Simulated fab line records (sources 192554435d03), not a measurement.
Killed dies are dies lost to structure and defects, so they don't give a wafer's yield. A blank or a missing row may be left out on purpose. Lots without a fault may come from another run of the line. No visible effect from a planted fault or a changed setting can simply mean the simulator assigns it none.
fab line records	flow n5-finfet
record: lots: 10	wafers: 29	last-day: 18
route steps=1938 shown BEOL_M3@1006 BEOL_M4@1111 PASSIVATION@1936
lots untouched by any fault: they come from a run of this same line in which no faults occurred
start-h: hours from the record's first day to the start of the lot's first wafer shown	wait-h: hours elapsed since this lot's preceding step	" the same as in the row above	L1.1+2: a single row standing in for several wafers	- no value, or no start given	* or withheld: withheld	< > ~ a bound
route shown NAME@n: a module of which the file shows steps, and the number in the route of the first	usual: average and standard deviation across the fault-free wafers	same: alike in all rows	chamber/n: place in a boat	sites: each site's reading	_std_site: how widely they spread, as a standard deviation	_edge_site: outer sites' mean less inner sites'	radius-mm: for every site, how far away it sits from the centre of the wafer	mask NAME#n: copy n	behind: the tool/chamber that last shaped the wafer	hold: cause of the lot's hold/its duration in hours/its outcome	device: which transistor (n, p or np) failed to switch	end of line: tests of these same wafers at the route's end	a step with no rows: only its recipe	killed: not the wafer's yield, but the dies lost to structure and defects at the first sort	map: dies across one wafer; x = killed, . = not, _ = none there
set.NAME: the run value of the setting; set.NAME@STEP: its run value at that earlier step	model.NAME: the simulator's own value behind a step, which no gauge read
the route's steps for a sample of lots (tables are steps, rows are wafers)
services: from which hour (start-h, from the record's first day; less than 0 if before it) a tool's chamber was out of use, for how many hours, and why
== steps ==
step: N5_BEOL_M3_SPUTTER_92
recipe: material: Cu	target-thk-a: 45	temp-c: -20	chamber-pressure-pa: 0.07	power-w: withheld	time-s: 8.29
usual: chamber-pressure-pa: 0.07/0.00015	throttle-valve-pct: 29.7/0.97
lot.wafer	tool	chamber	start-h	wait-h	chamber-pressure-pa	throttle-valve-pct
L764.1	pvd-sputter-01	-	178.40	0.1	0.07016	31.7
L764.3	"	-	"	"	0.07001	29.3
L764.6	"	-	"	"	0.07	31.8
L762.2	pvd-sputter-01	-	180.24	0.1	0.07017	29.1
L762.4	"	-	"	"	0.06995	31.9
L762.6	"	-	"	"	0.0701	30.5
L761.1	pvd-sputter-01	-	192.49	0.1	0.06987	29.2
L761.5	"	-	"	"	0.07008	32.0
L761.6	"	-	"	"	0.06968	29.2
L767.1	pvd-sputter-01	-	200.13	0.1	0.07009	29.4
L767.3	"	-	"	"	0.06995	30.8
L767.6	"	-	"	"	0.07016	29.3
L769.1	pvd-sputter-01	-	206.36	0.1	0.06993	31.6
L769.2	"	-	"	"	0.06996	29.2
L769.4	"	-	"	"	0.06986	30.7
L771.1	pvd-sputter-03	-	214.89	0.1	0.06996	30.5
L771.2	"	-	"	"	0.0699	28.5
L771.6	"	-	"	"	0.06971	30.1
L770.1	pvd-sputter-01	-	216.28	0.1	0.06973	30.9
L770.2	"	-	"	"	0.06987	32.0
L770.4	"	-	"	"	0.06991	29.6
L772.2	pvd-sputter-03	-	219.91	0.1	0.06995	30.0
L772.3	"	-	"	"	0.07003	30.2
L772.6	"	-	"	"	0.06983	30.1
L780.1	pvd-sputter-03	-	289.75	0.1	0.07006	30.3
L780.2	"	-	"	"	0.06983	28.8
L783.2	pvd-sputter-03	-	309.12	0.1	0.07001	29.8
L783.3	"	-	"	"	0.07014	30.5
L783.4	"	-	"	"	0.07004	30.4
step: N5_BEOL_M3_ECD_50
recipe: material: Cu	target-thk-a: 3000
lot.wafer	tool	chamber	start-h	wait-h
L764.1+3+6	ecd-cu-01	0,0,1	178.95	0.1
L762.2+4+6	ecd-cu-02	1	180.79	0.1
L761.1+5+6	ecd-cu-02	1,1,0	193.05	0.1
L767.1+3+6	ecd-cu-02	0,0,1	200.69	0.1
L769.1+2+4	ecd-cu-01	0,1,1	206.91	0.1
L771.1+2+6	ecd-cu-02	0,1,1	215.45	0.1
L770.1+2+4	ecd-cu-02	0,1,1	216.84	0.1
L772.2+3+6	ecd-cu-01	0	220.47	0.1
L780.1+2	ecd-cu-01	1,0	290.31	0.1
L783.2+3+4	ecd-cu-02	0,0,1	309.68	0.1
step: N5_BEOL_M3_CMP_52
recipe: stop-on: SiOC	t-overpolish-s: 6.8	down-force-psi: 1	platen-rpm: 50	clearing-platen-down-force-psi: 1.5	clearing-platen-rpm: 50	post-cmp-clean: cu-alkaline	target-thk-nm: 40	clearing-platen-pad-velocity-m-s: 0.99484	pad-velocity-m-s: 0.99484
usual: motor-current-A: 6.2/0.47	platen-rpm: 50.00/0.032	time-to-endpoint-s: 61/3.6
lot.wafer	tool	chamber	start-h	wait-h	motor-current-A	platen-rpm	time-to-endpoint-s
L764.3	cmp-04	2	179.37	0.2	6.7	50.00	60
L764.1	"	3	"	"	5.6	49.99	59
L764.6	"	1	"	"	6.4	50.05	65
L762.4	cmp-04	0	181.17	0.1	6.8	50.03	60
L762.2	"	2	"	"	6.3	50.08	60
L762.6	"	0	"	"	6.5	49.98	62
L761.1	cmp-02	3	193.54	0.4	6.2	49.97	62
L761.6	"	0	"	"	6.8	49.99	59
L761.5	"	1	"	"	5.6	49.97	56
L767.3	cmp-01	1	201.10	0.2	5.4	50.03	59
L767.1	"	2	"	"	5.6	50.00	60
L767.6	"	0	"	"	6.3	49.97	57
L769.4	cmp-04	1	207.33	0.1	6.6	49.96	67
L769.2	"	3	"	"	5.9	49.98	58
L769.1	"	0	"	"	6.7	50.02	61
L771.1	cmp-02	1	215.88	0.3	5.5	49.96	60
L771.2	"	3	"	"	5.7	49.98	64
L771.6	"	1	"	"	6.0	49.97	61
L770.4	cmp-01	3	217.21	0.1	6.7	50.02	64
L770.1	"	1	"	"	5.7	50.05	67
L770.2	"	2	"	"	5.4	49.97	63
L772.3	cmp-04	2	220.84	0.2	6.6	49.98	60
L772.2	"	3	"	"	5.9	49.99	63
L772.6	"	3	"	"	5.6	49.99	63
L780.1	cmp-04	1	291.10	0.5	6.2	49.96	43
L780.2	"	2	"	"	6.6	49.97	35
L783.3	cmp-01	0	310.09	0.2	6.4	50.00	57
L783.2	"	1	"	"	5.8	50.03	65
L783.4	"	2	"	"	5.4	49.97	60
step: N5_BEOL_M3_PRE_CLEAN_60
recipe: gas: NH3/H2	time-s: 15	temp-c: *	rf-power-w: 300
usual: heater-power-outer-w: 23/7.9	heater-power-w: 95/18
lot.wafer	tool	chamber	start-h	wait-h	heater-power-outer-w	heater-power-w
L764.1	cvd-co-02	1	179.66	0.0	32	111
L764.3	"	0	"	"	24	97
L764.6	"	0	"	"	24	96
L762.2	cvd-co-01	0	181.50	0.0	20	93
L762.4	"	0	"	"	20	93
L762.6	"	1	"	"	30	111
L761.1	cvd-co-02	1	193.81	0.1	32	109
L761.5	"	0	"	"	24	98
L761.6	"	2	"	"	7	59
L767.1	cvd-co-01	2	201.39	0.0	25	93
L767.3	"	1	"	"	30	116
L767.6	"	0	"	"	21	92
L769.1	cvd-co-01	1	207.72	0.1	30	114
L769.2	"	2	"	"	25	97
L769.4	"	1	"	"	30	109
L771.1	cvd-co-02	2	216.18	0.0	7	59
L771.2	"	0	"	"	24	94
L771.6	"	1	"	"	32	110
L770.1	cvd-co-01	0	217.54	0.0	21	93
L770.2	"	2	"	"	25	92
L770.4	"	1	"	"	30	111
L772.2	cvd-co-02	0	221.17	0.0	24	96
L772.3	"	2	"	"	8	57
L772.6	"	2	"	"	8	56
L780.1	cvd-co-02	1	291.43	0.0	33	113
L780.2	"	0	"	"	24	99
L783.2	cvd-co-01	0	310.39	0.0	21	95
L783.3	"	2	"	"	25	95
L783.4	"	1	"	"	31	115
step: N5_BEOL_M3_DEP_57
recipe: material: SiCN	target-thk-a: 80	temp-c: withheld	precursor: 3MS/NH3	pressure-torr: 3	rf-w: 202	time-s: 14
usual: showerhead-plenum-p-Torr: 3.668/0.0092	throttle-valve-pct: 9.0/0.57
lot.wafer	tool	chamber	start-h	wait-h	showerhead-plenum-p-Torr	throttle-valve-pct
L764.1	pecvd-03	0	179.83	0.0	3.664	8.7
L764.3	"	2	"	"	3.677	9.3
L764.6	"	0	"	"	3.675	8.5
L762.2	pecvd-03	1	181.66	0.0	3.669	9.1
L762.4	"	1	"	"	3.673	8.9
L762.6	"	0	"	"	3.663	8.0
L761.1	pecvd-04	0	193.96	0.0	3.671	9.3
L761.5	"	0	"	"	3.664	8.9
L761.6	"	1	"	"	3.694	10.3
L767.1	pecvd-02	2	201.55	0.0	3.660	8.6
L767.3	"	1	"	"	3.666	9.2
L767.6	"	0	"	"	3.667	8.7
L769.1	pecvd-04	2	207.88	0.0	3.665	9.0
L769.2	"	1	"	"	3.689	10.4
L769.4	"	2	"	"	3.658	9.1
L771.1	pecvd-03	0	216.39	0.0	3.658	8.6
L771.2	"	1	"	"	3.664	9.1
L771.6	"	1	"	"	3.663	9.1
L770.1	pecvd-03	1	217.71	0.0	3.670	8.8
L770.2	"	0	"	"	3.669	8.4
L770.4	"	1	"	"	3.668	9.0
L772.2	pecvd-02	0	221.33	0.0	3.673	8.9
L772.3	"	2	"	"	3.669	8.6
L772.6	"	1	"	"	3.661	8.9
L780.1	pecvd-02	2	291.60	0.0	3.670	8.4
L780.2	"	1	"	"	3.667	9.0
L783.2	pecvd-02	2	310.54	0.0	3.664	8.4
L783.3	"	1	"	"	3.663	8.9
L783.4	"	2	"	"	3.673	8.7
step: N5_BEOL_M4_RC_MEAS_101
usual: DIBL_N: 37.1/1.8	DIBL_P: 37.2/2.1	IOFF_N: 0.17/0.033	IOFF_P: 0.22/0.037	ION_N: 680/11	ION_P: 464/7.7	SS_N: 71.7/0.63	SS_P: 73.6/0.67	VT_N: 248.9/2.9	VT_P: -251/3.6
lot.wafer	tool	chamber	start-h	wait-h	DIBL_N[mV/V]	DIBL_P[mV/V]	IOFF_N[nA/um]	IOFF_P[nA/um]	ION_N[uA/um]	ION_P[uA/um]	SS_N[mV/dec]	SS_P[mV/dec]	VT_N[mV]	VT_P[mV]
L764.1	prober-02	0	190.94	0.0	38.7	40.6	0.22	0.26	701	473	72.0	74.6	242.9	-248
L764.3	"	0	"	"	35.8	36.7	0.14	0.18	676	455	71.4	73.2	251.4	-256
L764.6	"	0	"	"	34.1	33.8	0.12	0.15	667	454	71.0	72.5	251.3	-256
L762.2	prober-02	0	193.68	0.2	37.2	37.9	0.19	0.27	674	466	71.7	73.9	244.5	-245
L762.4	"	0	"	"	34.4	34.7	0.15	0.20	675	464	72.2	72.8	250.0	-248
L762.6	"	0	"	"	36.1	36.9	0.16	0.24	679	473	72.1	74.3	250.0	-245
L767.1	prober-02	0	211.27	0.0	36.6	35.3	0.14	0.16	663	449	72.0	72.9	253.8	-254
L767.3	"	0	"	"	37.9	38.5	0.18	0.22	684	464	72.4	74.1	248.7	-253
L767.6	"	0	"	"	38.8	38.1	0.19	0.21	681	463	71.7	74.2	249.6	-253
L761.1	prober-02	0	213.05	0.0	37.9	37.9	0.17	0.20	671	454	72.0	73.3	250.8	-250
L761.5	"	0	"	"	38.6	38.6	0.19	0.22	677	459	72.0	73.4	247.7	-249
L761.6	"	0	"	"	38.9	40.7	0.21	0.26	713	480	71.7	73.4	244.9	-249
L769.1	prober-01	0	219.82	0.0	37.7	37.9	0.15	0.19	665	458	71.3	74.0	251.8	-255
L769.2	"	0	"	"	37.6	37.6	0.16	0.18	673	454	71.9	72.9	252.4	-257
L769.4	"	0	"	"	34.5	35.4	0.11	0.15	655	452	70.6	73.1	255.9	-258
L770.1	prober-01	0	235.29	0.0	35.6	35.8	0.15	0.20	675	466	71.2	73.9	249.1	-251
L770.2	"	0	"	"	38.3	37.0	0.19	0.23	691	470	71.7	73.9	249.9	-249
L770.4	"	0	"	"	34.8	34.9	0.14	0.19	678	464	70.5	72.2	250.8	-254
L771.1	prober-02	0	235.71	0.0	35.7	37.0	0.14	0.18	663	455	72.0	73.9	250.1	-254
L771.2	"	0	"	"	38.2	41.7	0.21	0.25	690	469	71.6	75.1	245.4	-252
L771.6	"	0	"	"	34.0	35.3	0.13	0.17	665	462	70.7	73.4	251.2	-255
L772.2	prober-01	0	240.99	0.2	38.3	38.8	0.17	0.24	671	463	71.8	75.1	250.1	-246
L772.3	"	0	"	"	37.0	36.4	0.16	0.21	691	468	71.1	73.4	248.5	-252
L772.6	"	0	"	"	35.7	34.3	0.14	0.17	672	457	71.4	72.9	251.5	-251
L780.1	prober-02	0	307.10	0.0	37.3	37.1	0.17	0.22	703	478	72.3	73.7	246.6	-249
L780.2	"	0	"	"	38.2	37.8	0.20	0.24	677	462	71.6	74.4	245.7	-250
L783.2	prober-02	0	322.86	0.2	39.5	39.0	0.18	0.24	664	463	71.9	73.9	249.3	-248
L783.3	"	0	"	"	40.7	38.9	0.21	0.24	678	461	73.2	74.5	247.9	-247
L783.4	"	0	"	"	37.4	35.8	0.16	0.20	680	461	71.3	73.8	250.8	-250
step: N5_PASSIVATION_PROBE_49
usual: defect-limited-yield: 91.7/1.5	killed_at_M0_to_M3: 32/10	killed_at_M4_up: 14/5.3	killed-at-contacts: 13/5.7	killed-at-front-end: 37/10	killed-at-other: 3.3/2.5	killed-dies: 98/18	killed-open: 65/13	killed-short: 31/7.5	sort_bin_5_function: 4.9/0.91	sort_bin_6_memory: 3.1/0.71	sort_bin_8_speed: 0.00/0.017	sort-n-pass: 1082/18	sort-yield-pct: 91.7/1.5
same: gross-dies: 1180	killed-at-back-side: 0	sort_bin_4_leakage[%]: 0
lot.wafer	tool	chamber	start-h	wait-h	defect-limited-yield[%]	killed_at_M0_to_M3	killed_at_M4_up	killed-at-contacts	killed-at-front-end	killed-at-other	killed-dies	killed-open	killed-short	sort_bin_5_function[%]	sort_bin_6_memory[%]	sort_bin_8_speed[%]	sort-n-pass	sort-yield-pct[%]
L764.1	prober-01	-	300.38	0.0	94.2	22	10	7	29	0	68	37	24	3.0	2.1	0	1112	94.2
L764.3	prober-01	-	300.48	0.1	91.2	26	10	16	49	3	104	65	39	5.2	3.4	0	1076	91.2
L764.6	prober-01	-	300.63	0.3	91.3	28	17	11	45	2	103	57	42	4.8	3.2	0	1077	91.3
L762.2	prober-02	-	301.95	0.1	94.3	15	19	6	25	2	67	44	22	3.2	2.4	0	1113	94.3
L762.4	prober-02	-	302.05	0.2	92.2	17	14	4	46	11	92	68	23	4.7	3.0	0	1088	92.2
L762.6	prober-02	-	302.15	0.3	92.5	21	14	12	38	4	89	59	30	4.5	2.9	0	1091	92.5
L767.1	prober-02	-	327.90	0.0	91.0	21	17	20	45	3	106	70	35	5.5	3.1	0	1074	91.0
L767.3	prober-02	-	328.00	0.1	91.4	20	24	10	43	5	102	70	28	3.9	4.3	0	1078	91.4
L767.6	prober-02	-	328.15	0.3	92.3	20	14	18	36	3	91	58	31	4.4	3.1	0	1089	92.3
L761.1	prober-01	-	331.77	0.0	90.6	34	18	11	44	4	111	80	28	5.0	4.1	0.08	1069	90.6
L761.5	prober-01	-	331.97	0.2	92.4	13	29	11	34	3	90	62	26	4.7	2.7	0	1090	92.4
L761.6	prober-01	-	332.02	0.3	91.9	13	20	9	50	3	95	68	25	3.9	4.1	0	1085	91.9
L769.1	prober-01	-	332.95	0.0	92.3	32	10	10	39	0	91	60	30	4.8	2.5	0	1089	92.3
L769.2	prober-01	-	333.00	0.1	91.5	31	12	9	48	0	100	59	41	5.4	2.7	0	1080	91.5
L769.4	prober-01	-	333.10	0.2	93.0	27	9	6	39	2	83	43	39	3.5	3.3	0	1097	93.0
L771.1	prober-02	-	337.00	0.0	91.7	35	8	16	38	1	98	72	25	4.7	3.3	0	1082	91.7
L771.2	prober-02	-	337.05	0.1	88.0	51	23	30	36	2	142	96	44	6.1	5.8	0	1038	88.0
L771.6	prober-02	-	337.25	0.3	90.5	33	10	28	36	5	112	76	31	5.5	3.2	0	1068	90.5
L770.1	prober-01	-	342.09	0.0	91.5	23	8	14	50	5	100	52	47	4.8	3.1	0	1080	91.5
L770.2	prober-01	-	342.14	0.1	89.8	38	14	13	53	2	120	71	47	6.1	3.6	0	1060	89.8
L770.4	prober-01	-	342.24	0.2	92.2	27	10	10	43	2	92	65	27	5.2	2.4	0	1088	92.2
L772.2	prober-01	-	342.45	0.1	91.4	37	18	13	26	7	101	59	37	6.0	2.0	0	1079	91.4
L772.3	prober-01	-	342.50	0.1	91.7	29	10	12	42	5	98	58	37	4.7	3.1	0	1082	91.7
L772.6	prober-01	-	342.65	0.3	92.9	27	15	21	16	5	84	61	23	4.0	2.9	0	1096	92.9
L780.1	prober-01	-	416.18	0.0	91.0	24	10	23	43	6	106	74	26	5.7	3.0	0	1074	91.0
L780.2	prober-01	-	416.23	0.1	93.0	15	10	16	37	5	83	58	22	4.5	2.5	0	1097	93.0
L783.2	prober-02	-	434.63	0.1	91.0	29	12	16	47	2	106	69	36	5.6	3.1	0	1074	91.0
L783.3	prober-02	-	434.68	0.1	92.2	24	13	12	33	10	92	54	37	5.0	2.4	0	1088	92.2
L783.4	prober-02	-	434.73	0.2	89.2	41	16	23	47	1	128	82	46	6.2	4.4	0	1052	89.2
killed by level:class
L764.1 MOL_CONTACT_COAG:geometric-particle:open=6 BEOL_M0_SAQP:geometric-particle:short=6 HKMG_FIN:area-etch=6 FIN_SAQP:geometric-particle:short=5 BEOL_M0_SAQP:geometric-particle:open=5 DUMMY_GATE:geometric-particle:open=4 BEOL_M4:geometric-particle:open=4 FIN_SAQP:geometric-particle:open=3
L764.3 MOL_CONTACT_COAG:geometric-particle:open=15 FIN_SAQP:geometric-particle:short=14 BEOL_M0_SAQP:geometric-particle:open=8 FIN_SAQP:geometric-particle:open=6 DUMMY_GATE:geometric-particle:open=6 BEOL_M0_SAQP:geometric-particle:short=6 GATE_CUT:geometric-particle:short=5 GATE_CUT:geometric-particle:open=4
L764.6 MOL_CONTACT_COAG:geometric-particle:open=9 BEOL_M4:geometric-particle:open=9 BEOL_M0_SAQP:geometric-particle:open=7 FIN_SAQP:geometric-particle:short=6 BEOL_M0_SAQP:geometric-particle:short=6 FIN_SAQP:geometric-particle:open=5 DUMMY_GATE:geometric-particle:open=5 BEOL_M2:geometric-particle:open=5
L762.2 BEOL_M5:geometric-particle:open=9 STI_FIN_REVEAL:geometric-particle:open=8 GATE_CUT:geometric-particle:short=6 BEOL_M0_SAQP:geometric-particle:short=6 GATE_CUT:geometric-particle:open=5 MOL_CONTACT_COAG:geometric-particle:open=4 BEOL_M3:geometric-particle:open=4 DUMMY_GATE:geometric-particle:open=3
L762.4 STI_FIN_REVEAL:geometric-particle:open=20 DUMMY_GATE:geometric-particle:open=5 BEOL_M4:geometric-particle:open=5 MIM_TOP:geometric-particle:open=4 MOL_CONTACT_COAG:geometric-particle:open=4 BEOL_M0_SAQP:geometric-particle:short=4 BEOL_M3:geometric-particle:open=4 MIM_TOP:geometric-particle:short=4
L762.6 MOL_CONTACT_COAG:geometric-particle:open=12 GATE_CUT:geometric-particle:short=9 BEOL_M0_SAQP:geometric-particle:short=8 STI_FIN_REVEAL:geometric-particle:open=6 BEOL_M4:geometric-particle:open=6 STARTING-WAFER:geometric-particle:open=6 FIN_SAQP:geometric-particle:short=5 FIN_SAQP:geometric-particle:open=4
L767.1 MOL_CONTACT_COAG:geometric-particle:open=14 GATE_CUT:geometric-particle:short=11 DUMMY_GATE:geometric-particle:open=11 FIN_SAQP:geometric-particle:open=7 MOL_CONTACT_COAG:geometric-particle:short=6 BEOL_M4:geometric-particle:open=6 BEOL_M2:geometric-particle:open=5 BEOL_M0_SAQP:geometric-particle:open=4
L767.3 BEOL_M4:geometric-particle:open=16 DUMMY_GATE:geometric-particle:open=10 MOL_CONTACT_COAG:geometric-particle:open=8 BEOL_M2:geometric-particle:open=8 FIN_SAQP:geometric-particle:short=6 BEOL_M0_SAQP:geometric-particle:open=6 GATE_CUT:geometric-particle:short=5 FIN_SAQP:geometric-particle:open=4
L767.6 MOL_CONTACT_COAG:geometric-particle:open=17 BEOL_M4:geometric-particle:open=8 FIN_SAQP:geometric-particle:short=7 GATE_CUT:geometric-particle:short=7 BEOL_M2:geometric-particle:open=7 BEOL_M0_SAQP:geometric-particle:open=5 STI_FIN_REVEAL:geometric-particle:open=5 FIN_SAQP:geometric-particle:open=4
L761.1 FIN_SAQP:geometric-particle:open=11 BEOL_M4:geometric-particle:open=11 MOL_CONTACT_COAG:geometric-particle:open=9 BEOL_M1:geometric-particle:open=9 STI_FIN_REVEAL:geometric-particle:open=8 DUMMY_GATE:geometric-particle:open=6 BEOL_M0_SAQP:geometric-particle:open=6 BEOL_M2:geometric-particle:short=6
L761.5 BEOL_M4:geometric-particle:open=12 FIN_SAQP:geometric-particle:short=7 FIN_SAQP:geometric-particle:open=7 STI_FIN_REVEAL:geometric-particle:open=7 MOL_CONTACT_COAG:geometric-particle:open=7 BEOL_M5:geometric-particle:open=7 MOL_CONTACT_COAG:geometric-particle:short=4 BEOL_M3:geometric-particle:open=4
L761.6 BEOL_M4:geometric-particle:open=12 STI_FIN_REVEAL:geometric-particle:open=11 DUMMY_GATE:geometric-particle:open=11 MOL_CONTACT_COAG:geometric-particle:open=8 FIN_SAQP:geometric-particle:open=7 FIN_SAQP:geometric-particle:short=5 BEOL_M4:geometric-particle:short=4 BEOL_M1:geometric-particle:short=3
L769.1 FIN_SAQP:geometric-particle:short=13 BEOL_M3:geometric-particle:open=9 STI_FIN_REVEAL:geometric-particle:open=8 MOL_CONTACT_COAG:geometric-particle:open=8 BEOL_M1:geometric-particle:open=7 FIN_SAQP:geometric-particle:open=5 BEOL_M0_SAQP:geometric-particle:open=4 BEOL_M0_SAQP:geometric-particle:short=4
L769.2 FIN_SAQP:geometric-particle:short=17 STI_FIN_REVEAL:geometric-particle:open=10 BEOL_M0_SAQP:geometric-particle:short=9 FIN_SAQP:geometric-particle:open=8 BEOL_M0_SAQP:geometric-particle:open=8 MOL_CONTACT_COAG:geometric-particle:open=7 BEOL_M2:geometric-particle:open=7 BEOL_M4:geometric-particle:open=5
L769.4 FIN_SAQP:geometric-particle:short=10 STI_FIN_REVEAL:geometric-particle:open=9 MOL_CONTACT_COAG:geometric-particle:open=6 BEOL_M0_SAQP:geometric-particle:short=6 GATE_CUT:geometric-particle:short=4 STARTING-WAFER:geometric-particle:short=4 FIN_SAQP:geometric-particle:open=3 BEOL_M0_SAQP:geometric-particle:open=3
L771.1 MOL_CONTACT_COAG:geometric-particle:open=11 STI_FIN_REVEAL:geometric-particle:open=9 DUMMY_GATE:geometric-particle:open=9 BEOL_M1:geometric-particle:open=8 BEOL_M2:geometric-particle:open=7 BEOL_M3:geometric-particle:open=6 FIN_SAQP:geometric-particle:open=5 MOL_CONTACT_COAG:geometric-particle:short=5
L771.2 MOL_CONTACT_COAG:geometric-particle:open=22 BEOL_M3:geometric-particle:open=17 BEOL_M4:geometric-particle:open=11 MOL_CONTACT_COAG:geometric-particle:short=8 BEOL_M1:geometric-particle:open=7 GATE_CUT:geometric-particle:short=7 BEOL_M0_SAQP:geometric-particle:short=6 BEOL_M2:geometric-particle:open=6
L771.6 MOL_CONTACT_COAG:geometric-particle:open=24 DUMMY_GATE:geometric-particle:open=7 BEOL_M4:geometric-particle:open=7 BEOL_M0:geometric-particle:open=6 BEOL_M1:geometric-particle:open=6 BEOL_M2:geometric-particle:open=6 BEOL_M0_SAQP:geometric-particle:short=5 BEOL_M3:geometric-particle:open=5
L770.1 FIN_SAQP:geometric-particle:short=12 MOL_CONTACT_COAG:geometric-particle:open=12 FIN_SAQP:geometric-particle:open=7 DUMMY_GATE:geometric-particle:open=7 STARTING-WAFER:geometric-particle:short=7 STI_FIN_REVEAL:geometric-particle:open=6 BEOL_M0_SAQP:geometric-particle:short=6 BEOL_M3:geometric-particle:short=5
L770.2 FIN_SAQP:geometric-particle:short=22 MOL_CONTACT_COAG:geometric-particle:open=12 BEOL_M0_SAQP:geometric-particle:open=10 BEOL_M0_SAQP:geometric-particle:short=9 FIN_SAQP:geometric-particle:open=7 STI_FIN_REVEAL:geometric-particle:open=6 BEOL_M1:geometric-particle:open=6 BEOL_M6:geometric-particle:open=6
L770.4 STI_FIN_REVEAL:geometric-particle:open=14 FIN_SAQP:geometric-particle:short=10 MOL_CONTACT_COAG:geometric-particle:open=10 FIN_SAQP:geometric-particle:open=6 BEOL_M0_SAQP:geometric-particle:short=6 BEOL_M0_SAQP:geometric-particle:open=6 BEOL_M1:geometric-particle:open=6 BEOL_M2:geometric-particle:open=3
L772.2 BEOL_M0_SAQP:geometric-particle:open=12 BEOL_M0_SAQP:geometric-particle:short=11 MOL_CONTACT_COAG:geometric-particle:open=10 DUMMY_GATE:geometric-particle:open=6 BEOL_M3:geometric-particle:open=6 BEOL_M4:geometric-particle:open=6 STARTING-WAFER:geometric-particle:short=6 HKMG_FIN:area-etch=4
L772.3 FIN_SAQP:geometric-particle:open=12 BEOL_M0_SAQP:geometric-particle:short=11 MOL_CONTACT_COAG:geometric-particle:open=8 FIN_SAQP:geometric-particle:short=7 BEOL_M0_SAQP:geometric-particle:open=7 STI_FIN_REVEAL:geometric-particle:open=6 STI_FIN_REVEAL:geometric-particle:short=5 BEOL_M0:geometric-particle:open=4
L772.6 MOL_CONTACT_COAG:geometric-particle:open=17 BEOL_M0_SAQP:geometric-particle:open=10 BEOL_M4:geometric-particle:open=10 BEOL_M0_SAQP:geometric-particle:short=8 MOL_CONTACT_COAG:geometric-particle:short=4 BEOL_M5:geometric-particle:open=4 FIN_SAQP:geometric-particle:open=3 STI_FIN_REVEAL:geometric-particle:open=3
L780.1 MOL_CONTACT_COAG:geometric-particle:open=20 GATE_CUT:geometric-particle:short=9 DUMMY_GATE:geometric-particle:open=8 BEOL_M0_SAQP:geometric-particle:open=8 BEOL_M2:geometric-particle:open=5 STI_FIN_REVEAL:geometric-particle:open=4 GATE_CUT:geometric-particle:open=4 BEOL_M5:geometric-particle:open=4
L780.2 MOL_CONTACT_COAG:geometric-particle:open=14 STI_FIN_REVEAL:geometric-particle:open=12 FIN_SAQP:geometric-particle:open=6 GATE_CUT:geometric-particle:short=4 BEOL_M1:geometric-particle:open=4 BEOL_M5:geometric-particle:open=4 STARTING-WAFER:geometric-particle:short=3 BEOL_M2:geometric-particle:open=3
L783.2 FIN_SAQP:geometric-particle:open=14 MOL_CONTACT_COAG:geometric-particle:open=12 BEOL_M0_SAQP:geometric-particle:open=11 BEOL_M0_SAQP:geometric-particle:short=10 STI_FIN_REVEAL:geometric-particle:open=8 GATE_CUT:geometric-particle:short=8 FIN_SAQP:geometric-particle:short=6 MOL_CONTACT_COAG:geometric-particle:short=4
L783.3 FIN_SAQP:geometric-particle:open=12 BEOL_M0_SAQP:geometric-particle:short=8 BEOL_M0_SAQP:geometric-particle:open=8 MOL_CONTACT_COAG:geometric-particle:open=7 FIN_SAQP:geometric-particle:short=5 MOL_CONTACT_COAG:geometric-particle:short=5 GATE_CUT:geometric-particle:short=4 BEOL_M4:geometric-particle:short=4
L783.4 MOL_CONTACT_COAG:geometric-particle:open=19 BEOL_M0_SAQP:geometric-particle:short=19 FIN_SAQP:geometric-particle:open=16 BEOL_M0_SAQP:geometric-particle:open=12 GATE_CUT:geometric-particle:short=7 BEOL_M5:geometric-particle:open=6 STI_FIN_REVEAL:geometric-particle:open=5 BEOL_M3:geometric-particle:open=5
== services ==
tool	chamber	start-h	hours	kind
pecvd-03	-	165.77	0.7	repair
pecvd-04	2	168.49	7.5	repair
cmp-01	-	172.77	16.3	pm
ecd-cu-02	-	179.62	0.5	repair
cvd-co-02	-	185.55	0.8	repair
cvd-co-01	0	196.13	2.6	repair
cvd-co-01	-	197.12	0.5	repair
cvd-co-02	-	198.07	14.6	pm
pecvd-03	2	202.38	-	clean
pecvd-03	2	202.38	-	consumable-replace:showerhead
pecvd-03	2	202.38	29.0	scheduled-down
pecvd-03	2	202.38	29.0	vent-cycle
cmp-02	-	211.56	3.1	pm
cmp-04	-	212.74	4.0	pm
cmp-04	-	216.74	-	consumable-replace:conditioner
cmp-04	-	216.74	-	consumable-replace:pad
cmp-01	-	223.51	9.1	repair
ecd-cu-02	-	225.02	2.5	pm
pecvd-02	1	238.05	21.2	repair
cmp-01	-	256.89	4.0	pm
pecvd-02	-	260.45	0.9	repair
cmp-01	-	264.15	4.2	pm
ecd-cu-02	-	271.46	1.8	repair
cmp-04	-	276.61	1.3	repair
== key ==
first-sign: step: N5_BEOL_M3_CMP_52	reading: time-to-endpoint-s	direction: down	sigmas: 6.3	usual: *	struck: *
effect none on later readings
met-at N5_BEOL_M3_ECD_50
struck-lots L780
struck-wafers L780.1,L780.2
not-acting-at N5_BEOL_M3_SPUTTER_92,N5_BEOL_M3_PRE_CLEAN_60,N5_BEOL_M3_DEP_57
onset-between 220.47 290.31
also-fits N5_BEOL_M3_CMP_52:cmp-04
fault: kind: process-parameter-drift	tool: ecd-cu-01	chamber: -	onset-h: 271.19	steps: N5_BEOL_M3_ECD_50	channel: target-thk-a	offset: *	shape: step	end-h: 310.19	scope: struck-wafers-only	acts-in: *	stated: *
